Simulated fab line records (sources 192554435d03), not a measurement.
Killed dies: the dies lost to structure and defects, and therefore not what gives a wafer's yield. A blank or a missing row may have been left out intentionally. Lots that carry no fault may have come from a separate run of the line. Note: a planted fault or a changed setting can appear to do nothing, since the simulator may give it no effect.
Problem report in the 8D (eight disciplines) form, filled by code | flow n5Finfet | the parts of the form that need people (team, actions taken, sign-off) are left out

1. PROBLEM STATEMENT
At N5_SD_EPI_P_COAT_03, spinSpeedRpm averages 1567.1 rpm over 6 wafers from 2 lots, while fault-free wafers read 1500.1 rpm, standard deviation 0.88. Relative to the usual mean, that is a shift of +76 standard deviations.
The step: resist thk 150 nm.
Seen first at day 6 06:38 on lithoTrack-01, wafer L790.2. The record has a number at this step for 18 wafers belonging to 6 lots. Rule for "out", or "out of limits": more than 4 standard deviations from the usual mean. The other wafers with a number count as sound.

2. WHAT IT IS AND WHAT IT IS NOT
question                    | is                     | is not
which readings at this step | spinSpeedRpm           | -
which lots                  | L790, L793             | L780, L789, L794, L801
which wafers of those lots  | all that have a number | -
read on which tools         | lithoTrack-01          | lithoTrack-05
when                        | from day 6 06:38       | up to then (6 sound wafers); but 6 sound wafers of L794, L801 came after

3. WHAT RULES OUT EACH SUSPECT
Counting: any tool at a process step up to the reading is kept as a suspect provided that every lot that is out went through it and no sound lot did after the first of them.
- lithoTrack-01 at N5_SD_EPI_P_COAT_03 (resist thk 150 nm): kept. It processed each lot that is out, first L790 at day 6 06:38, and no sound lot thereafter; up to then, the last sound lot it processed was L789 at day 6 00:17. On those wafers its own readings are out: spinSpeedRpm.
Left after counting: lithoTrack-01 at N5_SD_EPI_P_COAT_03.

4. THE CAUSE (what the simulator had put in)
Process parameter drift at N5_SD_EPI_P_COAT_03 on lithoTrack-01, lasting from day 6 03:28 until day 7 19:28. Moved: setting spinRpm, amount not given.
This tool alone remained once counting was done.

5. THE CHAIN OF EFFECTS, in route order
One row per reading whose mean, taken over the struck wafers that have a number, lies over 3 standard deviations from the usual. Readings are gone through only where the record gives a usual standard deviation; hours: the median, over the lots, of the time from a lot's start at the first step in this table giving one to that lot's start at this step; sigmas: the change measured in usual standard deviations.
hours | step                | reading      | usual      | on struck wafers | change | sigmas
0     | N5_SD_EPI_P_COAT_03 | spinSpeedRpm | 1500.1 rpm | 1567.1           | +67.0  | +76
Its process steps:
- N5_SD_EPI_P_COAT_03: resist thk 150 nm.
Later measuring or inspecting steps at which every struck wafer that the step has a row for has a number for every such reading, and none has moved that far: N5_SD_EPI_P_CD_MEAS_09, N5_SD_EPI_P_OVL_MEAS_10, N5_SD_EPI_P_INSPECT_11.

6. HOW IT WOULD HAVE BEEN CAUGHT EARLIER
First out-of-limits reading in this record: day 6 06:38, which is 3 hours after fault onset at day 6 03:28.
